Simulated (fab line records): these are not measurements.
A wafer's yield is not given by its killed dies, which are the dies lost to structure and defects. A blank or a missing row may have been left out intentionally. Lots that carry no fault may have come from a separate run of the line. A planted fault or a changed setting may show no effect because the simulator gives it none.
fab line records | flow nand-harc
record: lots: 12 wafers: 36 last-day: 34
route steps=1302 shown P_GATE@149 END@1302
lots untouched by any fault: they come from a run of this same line in which no faults occurred
start-h: hours from the record's opening day to when the first of the lot's shown wafers began | wait-h: hours since the lot's step before | " same as the row above | L1.1+2: several wafers, shown together as one row | - no value, or no start given | * or withheld: withheld | < > ~ a bound
route shown NAME@n: NAME is a module with steps in the file, n the number in the route of the first one | usual: mean/standard deviation taken from wafers without a fault | same: alike in all rows | chamber/n: place in a boat | sites: the reading at each site | _std_site: standard deviation of those values | _edge_site: mean of outer sites minus mean of inner sites | radius-mm: how far each site lies from the wafer's centre | mask NAME#n: copy n | behind: tool/chamber where the wafer was last shaped | hold: what put the lot on hold/how long, in hours/how the hold closed | device: the transistor (n, p or np) that didn't switch | end of line: the route-end tests of the same wafers | a step given without rows: its recipe and nothing more | killed: count of dies lost to structure and defects at first sort (not the wafer's yield) | map: the dies of a wafer, with x for killed, . for not killed, _ for no die there
set.NAME: the setting as run; set.NAME@STEP: as run at that earlier step | model.NAME: the simulator's own value behind a step, which no gauge read
one table for each step of the route and one row for each wafer, over a sample of lots
services: from which hour (start-h, from the record's first day; less than 0 if before it) a tool's chamber was out of use, for how many hours, and why
== steps ==
step: NHARC_P_GATE_ETCH_32
recipe: target-depth-a: 1500 over-etch-frac: 1 over-etch-ion-energy-ev: 40 time-s: 100.1 hbr-flow-sccm: 150 cl2-flow-sccm: 50 rf-w: 400 icp-w: 400 bias-w: 100 chemistry: HBr/Cl2
usual: drypump-motor-current-A: 5.7/0.41 oes-product-au: 0.999/0.01 throttle-valve-pct: 26.406/0.0095
columns lot.wafer tool chamber start-h wait-h drypump-motor-current-A oes-product-au rf-hours-counter-h throttle-valve-pct
L747.1 rie-si-03 1 96.60 - 5.9 1.004 0.2 26.414
L747.2 " 0 " " 6.0 0.997 0.2 26.400
L747.5 " 2 " " 5.5 0.984 - 26.424
L749.4 rie-si-04 2 115.00 - 5.7 0.981 0.7 26.424
L749.3 " 1 " " 4.9 0.995 0.6 26.410
L749.6 " 2 " " 5.7 0.988 - 26.392
L751.4 rie-si-06 3 137.73 - 5.4 0.995 0.4 26.430
L751.5 " 0 " " 6.2 1.006 - 26.411
L751.6 " 1 " " 6.5 0.996 - 26.416
L754.2 rie-si-03 1 170.72 - 5.9 1.007 0.6 26.415
L754.3 " 2 " " 5.5 0.995 0.6 26.402
L754.6 " 1 " " 5.9 1.012 - 26.380
L755.3 rie-si-03 1 178.86 - 5.9 1.012 0.8 26.408
L755.1 " 3 " " 5.7 1.015 0.6 26.401
L755.5 " 1 " " 5.9 1.005 - 26.404
L756.2 rie-si-03 3 193.59 - 5.8 1.017 0.7 26.395
L756.1 " 2 " " 5.5 1.001 0.8 26.398
L756.6 " 3 " " 5.8 1.022 - 26.405
L758.1 rie-si-03 2 219.75 - 5.5 1.011 0.9 26.393
L758.2 " 3 " " 5.8 1.032 0.9 26.405
L758.4 " 1 " " 5.9 1.012 1.1 26.407
L759.1 rie-si-06 3 220.55 - 5.4 1.001 0.8 26.421
L759.6 " 1 " " 6.6 0.994 - 26.402
L759.5 " 2 " " 5.8 0.988 - 26.388
L767.3 rie-si-03 3 301.13 - 5.7 1.008 0.4 26.403
L767.4 " 0 " " 6.1 0.993 - 26.402
L767.5 " 2 " " 5.5 0.985 - 26.407
L768.2 rie-si-06 1 314.76 - 6.5 0.991 0.2 26.419
L768.4 " 3 " " 5.4 1.005 0.3 26.394
L768.6 " 0 " " 6.2 1.002 - 26.400
L769.2 rie-si-04 1 322.98 - 4.9 1.001 0.8 26.413
L769.4 " 0 " " 5.6 0.998 0.9 26.398
L769.6 " 1 " " 4.9 1.005 - 26.417
L770.4 rie-si-06 3 326.58 - 5.4 1.004 0.3 26.410
L770.6 " 2 " " 5.8 1.001 - 26.403
L770.5 " 3 " " 5.4 0.994 - 26.393
step: NHARC_P_GATE_CD_MEAS_33
usual: cd-nm: 120.5/2.3
columns lot.wafer tool chamber start-h wait-h cd-nm
L747.1 cd-sem-03 - 96.93 - 120.7
L747.2 " - " " 121.2
L747.5 " - " " 120.2
L749.3 cd-sem-03 - 115.34 - 118.6
L749.4 " - " " 120.9
L749.6 " - " " 120.2
L751.4 cd-sem-01 - 138.03 - 120.4
L751.5 " - " " 124.6
L751.6 " - " " 119.7
L754.2 cd-sem-01 - 171.05 - 124.6
L754.3 " - " " 119.5
L754.6 " - " " 123.8
L755.1 cd-sem-01 - 179.18 - 118.4
L755.3 " - " " 123.4
L755.5 " - " " 121.6
L756.1 cd-sem-02 - 193.93 - 120.7
L756.2 " - " " 119.1
L756.6 " - " " 118.2
L758.1 cd-sem-01 - 220.09 - 120.0
L758.2 " - " " 118.9
L758.4 " - " " 125.1
L759.1 cd-sem-02 - 220.86 - 122.6
L759.5 " - " " 121.3
L759.6 " - " " 121.2
L767.3 cd-sem-01 - 301.50 - 117.3
L767.4 " - " " 119.9
L767.5 " - " " 121.7
L768.2 cd-sem-01 - 315.08 - 120.4
L768.4 " - " " 118.1
L768.6 " - " " 123.7
L769.2 cd-sem-02 - 323.35 0.1 121.0
L769.4 " - " " 120.2
L769.6 " - " " 118.9
L770.4 cd-sem-03 - 326.90 - 119.8
L770.5 " - " " 119.7
L770.6 " - " " 117.7
step: NHARC_P_GATE_IMPLANT_62
recipe: energy-kev: 20 dose-cm2: 3e+15 tilt-deg: 7
usual: beam-energy-keV: 20.000/0.0054 beam-on-s: 31/3.2
columns lot.wafer tool chamber start-h wait-h beam-energy-keV beam-on-s
L747.1 implanter-02 0 110.17 0.1 19.996 33
L747.2 " 0 " " 19.998 33
L747.5 " 0 " " 20.008 34
L749.3 implanter-01 0 128.34 0.2 19.997 27
L749.4 " 0 " " 20.010 29
L749.6 " 0 " " 19.999 28
L751.4 implanter-01 0 151.47 0.2 20.000 27
L751.5 " 0 " " 20.004 28
L751.6 " 0 " " 20.003 27
L754.2 implanter-02 0 186.34 0.2 20.013 34
L754.3 " 0 " " 20.002 34
L754.6 " 0 " " 20.011 33
L755.1 implanter-02 0 192.13 0.2 19.998 33
L755.3 " 0 " " 20.008 34
L755.5 " 0 " " 20.004 33
L756.1 implanter-01 0 206.92 0.1 19.995 28
L756.2 " 0 " " 20.006 28
L756.6 " 0 " " 19.998 28
L758.1 implanter-02 - 233.17 0.1 - -
L758.2 " - " " - -
L758.4 " - " " - -
L759.1 implanter-02 - 233.89 0.1 - -
L759.5 " - " " - -
L759.6 " - " " - -
L767.3 implanter-01 0 314.58 0.2 19.999 27
L767.4 " 0 " " 19.998 29
L767.5 " 0 " " 19.995 28
L768.2 implanter-02 0 328.22 0.1 20.001 35
L768.4 " 0 " " 20.010 35
L768.6 " 0 " " 20.005 33
L769.2 implanter-02 0 336.82 0.1 19.995 34
L769.4 " 0 " " 19.997 33
L769.6 " 0 " " 19.995 34
L770.4 implanter-02 0 340.11 0.2 19.995 34
L770.5 " 0 " " 19.996 35
L770.6 " 0 " " 19.997 33
step: NHARC_P_GATE_DESCUM_93
recipe: time-s: 3 o2-flow-sccm: 200 ar-flow-sccm: 0 bias-power-w: 0 chemistry: O2
usual: drypump-motor-current-A: 5.8/0.47 mfc-ar-sccm: 0.011/0.012 o2-flow-sccm: 200.1/0.54 oes-product-au: 0.995/0.0083 rf-vpp-V: 57.7/0.91 showerhead-plenum-p-Torr: 1.92/0.084 throttle-valve-pct: 11.310/0.0094
columns lot.wafer tool chamber start-h wait-h drypump-motor-current-A mfc-ar-sccm o2-flow-sccm oes-product-au rf-hours-counter-h rf-vpp-V showerhead-plenum-p-Torr throttle-valve-pct
L747.2 rie-diel-01 1 111.76 - 6.6 0 199.8 0.990 6 58.3 2.05 11.307
L747.1 " 2 " " 5.6 0.033 200.1 0.995 6 56.4 2.00 11.308
L747.5 " 0 " " 6.1 0 200.0 1.000 - 58.6 1.91 11.307
L749.4 rie-diel-01 3 129.88 - 5.0 0.009 200.3 1.010 6 56.7 1.94 11.310
L749.3 " 0 " " 6.1 0 199.4 1.002 5 57.7 1.91 11.319
L749.6 " 3 " " 5.0 0.009 200.8 1.001 - 57.6 1.95 11.314
L751.4 rie-diel-01 2 152.98 - 5.6 0.033 200.0 0.994 8 58.2 2.00 11.301
L751.6 " 0 " " 6.1 0 199.7 0.996 - 57.8 1.91 11.312
L751.5 " 1 " " 6.6 0 199.8 1.003 - 58.4 2.05 11.303
L754.2 rie-diel-10 2 187.91 - 6.1 0 200.3 1.005 5 58.1 1.96 11.297
L754.3 " 3 " " 5.4 0 199.6 0.981 4 57.1 1.98 11.317
L754.6 " 0 " " 6.0 0 200.2 0.993 - 57.7 1.80 11.318
L755.3 rie-diel-01 2 193.72 - 5.6 0.033 200.3 0.996 10 57.4 2.00 11.303
L755.1 " 3 " " 5.0 0.009 200.8 0.999 10 58.4 1.94 11.310
L755.5 " 1 " " 6.6 0 199.9 1.002 - 56.5 2.05 11.315
L756.1 rie-diel-06 1 208.48 - 6.2 0 200.1 1.004 3 56.4 1.80 11.301
L756.2 " 2 " " 5.7 0.028 198.7 0.995 5 58.7 1.96 11.310
L756.6 " 1 " " 6.2 0 199.9 1.001 - 56.4 1.80 11.309
L758.2 rie-diel-06 1 234.73 - 6.2 0 199.8 0.997 6 57.9 1.80 11.301
L758.4 " 2 " " 5.7 0.028 199.8 0.980 7 58.8 1.96 11.315
L758.1 " 3 " " 5.4 0.021 199.9 0.991 6 57.7 1.78 11.302
L759.1 rie-diel-01 3 235.47 - 5.0 0.009 199.7 1.002 2 58.1 1.94 11.317
L759.6 " 2 " " 5.6 0.033 200.4 0.993 - 57.5 2.00 11.318
L759.5 " 3 " " 5.0 0.009 200.0 0.997 - 57.1 1.94 11.323
L767.3 rie-diel-01 1 315.97 - 6.6 0 199.7 0.998 6 56.5 2.05 11.303
L767.4 " 3 " " 5.0 0.009 199.7 1.012 6 59.2 1.94 11.296
L767.5 " 1 " " 6.6 0 199.9 0.990 - 59.5 2.05 11.294
L768.2 rie-diel-06 0 329.75 - 5.7 0.009 199.9 1.007 0 59.4 1.89 11.313
L768.4 " 2 " " 5.7 0.028 199.8 0.997 0 57.2 1.95 11.311
L768.6 " 1 " " 6.3 0 200.8 0.994 - 57.9 1.80 11.305
L769.2 rie-diel-01 3 338.23 - 5.0 0.009 199.6 1.006 7 56.8 1.94 11.304
L769.4 " 2 " " 5.6 0.033 199.4 1.003 8 56.2 2.00 11.300
L769.6 " 0 " " 6.1 0 199.8 0.995 - 57.9 1.91 11.296
L770.4 rie-diel-10 3 341.60 - 5.4 0 201.0 1.000 5 59.2 1.97 11.316
L770.6 " 2 " " 6.1 0 200.6 1.003 - 58.4 1.96 11.303
L770.5 " 3 " " 5.4 0 199.9 1.002 - 57.5 1.97 11.298
step: NHARC_END_SORT_01
recipe: temp-c: 25
usual: killed-at-array: 56/19 killed-at-other: 0.8/1.1 killed-at-periphery: 3.4/2.5 killed-dies: 60/19 killed-open: 2.9/1.7 killed-short: 2.4/1.6
same: gross-dies: 677
columns lot.wafer tool chamber start-h wait-h killed-at-array killed-at-other killed-at-periphery killed-dies killed-open killed-short
L759.1 prober-02 0 681.30 2.5 48 0 629 677 2 0
L759.5 prober-02 0 684.45 3.7 50 0 627 677 2 0
L759.6 prober-02 0 685.24 3.9 59 0 618 677 3 3
L758.1 prober-01 0 681.31 2.5 48 0 629 677 1 1
L758.2 prober-01 0 682.12 2.8 51 1 625 677 5 0
L758.4 prober-01 0 683.74 3.4 48 0 629 677 0 3
killed by level:class
L759.1 P_GATE:area-implant=627 A_CHANNEL_HOLE_D1:chamber-film-flake=23 A_CHANNEL_HOLE_D2:chamber-film-flake=18 A_SLIT:chamber-film-flake=2 A_CHANNEL_FILL_D2:geometric-particle:open=1 A_CHANNEL_HOLE_D1:geometric-particle:open=1 P_ZERO_WELL:chamber-film-flake=1 P_M1:chamber-film-flake=1
L758.1 P_GATE:area-implant=623 A_SLIT:chamber-film-flake=27 A_CONTACT:chamber-film-flake=9 A_CHANNEL_HOLE_D1:chamber-film-flake=6 P_M2:chamber-film-flake=5 A_WL_FILL:chamber-film-flake=2 P_CONTACT:geometric-particle:short=1 A_CHANNEL_FILL_D1:geometric-particle:open=1
L758.2 P_GATE:area-implant=617 A_SLIT:chamber-film-flake=25 A_CHANNEL_HOLE_D1:chamber-film-flake=8 A_CONTACT:chamber-film-flake=8 P_M2:chamber-film-flake=5 A_CHANNEL_FILL_D2:chamber-film-flake=4 A_WL_FILL:chamber-film-flake=2 P_M0:geometric-particle:open=1
L758.4 P_GATE:area-implant=626 A_SLIT:chamber-film-flake=32 A_CHANNEL_HOLE_D1:chamber-film-flake=7 A_CONTACT:chamber-film-flake=5 P_M2:chamber-film-flake=2 P_M1:geometric-particle:short=1 A_SGD_CUT:geometric-particle:short=1 A_M0:geometric-particle:short=1
L759.5 P_GATE:area-implant=623 A_CHANNEL_HOLE_D1:chamber-film-flake=27 A_CHANNEL_HOLE_D2:chamber-film-flake=17 A_SLIT:chamber-film-flake=3 A_CONTACT:chamber-film-flake=2 P_GATE:geometric-particle:open=1 P_CONTACT:geometric-particle:open=1 P_ZERO_WELL:chamber-film-flake=1
L759.6 P_GATE:area-implant=612 A_CHANNEL_HOLE_D1:chamber-film-flake=28 A_CHANNEL_HOLE_D2:chamber-film-flake=15 A_SLIT:chamber-film-flake=5 A_CONTACT:chamber-film-flake=5 P_GATE:chamber-film-flake=2 P_STI:geometric-particle:short=1 A_CHANNEL_FILL_D1:geometric-particle:short=1
== services ==
columns tool chamber start-h hours kind
rie-diel-06 - 78.74 0.9 repair
rie-diel-01 0 93.40 3.5 repair
implanter-01 - 95.32 1.1 repair
rie-si-03 1 99.93 5.1 repair
implanter-01 - 107.78 0.7 repair
implanter-02 - 112.65 2.3 repair
rie-diel-01 0 114.13 11.5 repair
rie-diel-06 - 130.20 9.0 pm
rie-si-03 0 144.66 6.4 repair
implanter-02 - 146.00 13.0 pm
implanter-01 - 148.39 1.2 repair
rie-diel-06 1 161.22 10.7 repair
rie-si-06 - 170.32 1.7 repair
rie-si-06 0 181.80 3.9 repair
rie-diel-01 - 203.80 9.0 pm
rie-si-03 - 221.00 9.0 pm
rie-si-06 - 249.00 9.0 pm
rie-si-03 0 257.14 14.3 repair
rie-si-03 - 283.50 0.1 repair
rie-si-03 1 300.34 22.9 repair
implanter-02 - 319.21 5.1 repair
rie-si-03 3 326.76 2.8 repair
implanter-01 - 327.00 13.0 pm
rie-diel-01 - 336.21 0.9 repair
== key ==
first-sign: step: NHARC_P_GATE_IMPLANT_62 reading: tool-record direction: missing
effect: step: NHARC_END_SORT_01 reading: killed-at-periphery direction: up sigmas: 99+ usual: 3.4 struck: 626.2
more-kills-born-at: NHARC_P_GATE_IMPLANT_62@implanter-02: 3728
met-at NHARC_P_GATE_IMPLANT_62
struck-lots L758,L759
later-rows-left-out L758.1,L758.2,L758.4,L759.1,L759.5,L759.6
tester-left-out L758,L759
not-acting-at NHARC_P_GATE_ETCH_32,NHARC_P_GATE_CD_MEAS_33,NHARC_P_GATE_DESCUM_93
onset-between 192.13 233.17
fault: kind: skipped-step-whole tool: implanter-02 chamber: - onset-h: 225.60 steps: NHARC_P_GATE_IMPLANT_62 scope: struck-lots-only
tester-left-out: of these lots the tester's yield and bins aren't shown, on N5 and GAA mostly nor the transistor test; their killed dies are dies lost to structure and defects alone, not to doping, threshold or leakage, so they don't give the yield
later-rows-left-out: the simulator's readings of these wafers behind a module that went badly wrong aren't trusted and aren't shown, but for the sort
